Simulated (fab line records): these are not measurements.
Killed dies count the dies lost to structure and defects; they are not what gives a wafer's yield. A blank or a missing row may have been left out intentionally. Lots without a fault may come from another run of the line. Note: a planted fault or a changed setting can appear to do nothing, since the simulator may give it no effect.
Split-lot trial ; flow n5-finfet ; 21 wafers read from 7 lots, route of 1938 steps

== ON THE SPLIT ==
At N5_BEOL_M5_COAT_22 (resist thk 30 nm), the setting spin-rpm was moved away from the recipe's 1500 rpm on 7 of the 21 wafers read, by -8.7% to +7.9%. For the rest of the wafers, this setting stayed at what the recipe calls for.

== FROM THE SPLIT TO THE READING: what the file shows between them, 6 steps ==
- N5_BEOL_M5_EBR_24
- N5_BEOL_M5_SOFTBAKE_23: time 60 s
- N5_BEOL_M5_EXPOSE_25: exposes mask V4, defocus 10 nm
- N5_BEOL_M5_PEB_26: peb time 60 s
- N5_BEOL_M5_DEVELOP_27: develop time 30 s
- N5_BEOL_M5_DESCUM_33: chemistry O2, time 7 s

== THE READING ==
CAR-EUV_of_BEOL_M5_COAT_22.thk-nm (the simulator's own value, which no gauge read), in nm, at N5_BEOL_M5_ETCH_75 (etches underlayer in N2/H2, target depth 6.5 nm, time 5.2 s). The file does not state a usual value for it. The 14 wafers here that ran the recipe average 20.4 nm, standard deviation 0.16 nm.

wafer;tool, chamber at the split;spin-rpm as run, rpm;against the recipe;CAR-EUV_of_BEOL_M5_COAT_22.thk-nm, nm;against lot-mates on the recipe
L074.4;litho-track-01, 0;1500;recipe;20.4;-
L074.6;litho-track-01, 0;1500;recipe;20.4;-
L074.5;litho-track-01, 0;1500;recipe;20.4;-
L077.4;litho-track-01, 0;1500;recipe;20.4;-
L077.5;litho-track-01, 0;1500;recipe;20.6;-
L077.6;litho-track-01, 0;1500;recipe;20.6;-
L083.2;litho-track-02, 0;1500;recipe;20.2;-
L083.3;litho-track-02, 0;1500;recipe;20.2;-
L083.6;litho-track-02, 0;1500;recipe;20.4;-
L087.2;litho-track-03, 0;1618;+7.9%;19.2;-1.2
L087.3;litho-track-03, 0;1618;+7.9%;19.2;-1.2
L087.4;litho-track-03, 0;1500;recipe;20.4;-
L095.1;litho-track-03, 0;1588;+5.9%;19.6;-0.6
L095.3;litho-track-03, 0;1500;recipe;20;-
L095.5;litho-track-03, 0;1500;recipe;20.4;-
L096.3;litho-track-03, 0;1500;recipe;20.6;-
L096.4;litho-track-03, 0;1369;-8.7%;21.8;+1.2
L096.5;litho-track-03, 0;1369;-8.7%;21.6;+1.0
L097.2;litho-track-02, 0;1500;recipe;20.4;-
L097.3;litho-track-02, 0;1584;+5.6%;19.6;-0.8
L097.6;litho-track-02, 0;1584;+5.6%;19.8;-0.6

FIT RESULTS
A straight line over all 21 wafers: CAR-EUV_of_BEOL_M5_COAT_22.thk-nm changes by -0.145 nm for each +1% of spin-rpm; r = -0.97; the points scatter about the line by 0.15 nm.
The same after taking each lot's own level away (the mean of its wafers on the recipe; 21 wafers): -0.132 nm for each +1%; r = -0.98; scatter 0.12 nm.
According to that fit, moving spin-rpm by its largest amount changes the reading by 1.2 nm.
The lots' own levels span 20.20 to 20.60 nm, that is 2.5 times the standard deviation above.
Consequently the slope shifts little with the lot-to-lot level, the two slopes agreeing.
Check: +1.12 nm against its lot-mates is what the line predicts for one of the wafers moved furthest among these (-8.7%) when that wafer is left out of the fit. It came out at +1.2 nm against them.

== THESE WAFERS: OTHER SPLITS ==
Other splits were also applied to these wafers ahead of the reading. Each is held against what the fit with the lots' levels taken away leaves over:
other split on the same wafers;wafers away from the commonest value;r with CAR-EUV_of_BEOL_M5_COAT_22.thk-nm (lot level and that fit taken away)
N5_BEOL_M1_ILD_DEP_00 time-s;6;-0.17
N5_BEOL_M1_COAT_05 spin-rpm;6;+0.12
N5_BEOL_M2_TRENCH_ETCH_37 source-w;9;-0.03
N5_BEOL_M3_COAT_68 spin-rpm;4;-0.09
N5_BEOL_M3_COAT_76 spin-rpm;5;-0.14
N5_BEOL_M4_TRENCH_ETCH_37 bias-w;6;+0.34
N5_BEOL_M5_COAT_71 spin-rpm;6;-0.48
N5_BEOL_M5_COAT_74 spin-rpm;7;+0.48

== THE WHOLE CHAIN: every reading that the file lists as answering this split, in the file's order ==
step;what it does;reading;change (the file's fit);r (the file's)
N5_BEOL_M5_COAT_22;resist thk 30 nm;CAR-EUV_of_BEOL_M5_COAT_22.thk-nm (the simulator's own value, which no gauge read);-0.148 nm for each +1% of the setting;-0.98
N5_BEOL_M5_DEVELOP_27;develop time 30 s;CAR-EUV_of_BEOL_M5_COAT_22.thk-nm (the simulator's own value, which no gauge read);-0.14 nm for each +1% of the setting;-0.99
N5_BEOL_M5_ETCH_75;etches underlayer in N2/H2, target depth 6.5 nm, time 5.2 s;CAR-EUV_of_BEOL_M5_COAT_22.thk-nm (the simulator's own value, which no gauge read);-0.13 nm for each +1% of the setting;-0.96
N5_BEOL_M5_ETCH_67;etches SiARC in CF4, target depth 15.6 nm, time 26 s;CAR-EUV_of_BEOL_M5_COAT_22.thk-nm (the simulator's own value, which no gauge read);-0.151 nm for each +1% of the setting, in a fit together with spin-rpm@BEOL_M5_COAT_74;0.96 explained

== THE FILE'S OWN FIT ==
CAR-EUV_of_BEOL_M5_COAT_22.thk-nm changes by -0.13 nm for each +1% of spin-rpm, r = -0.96.
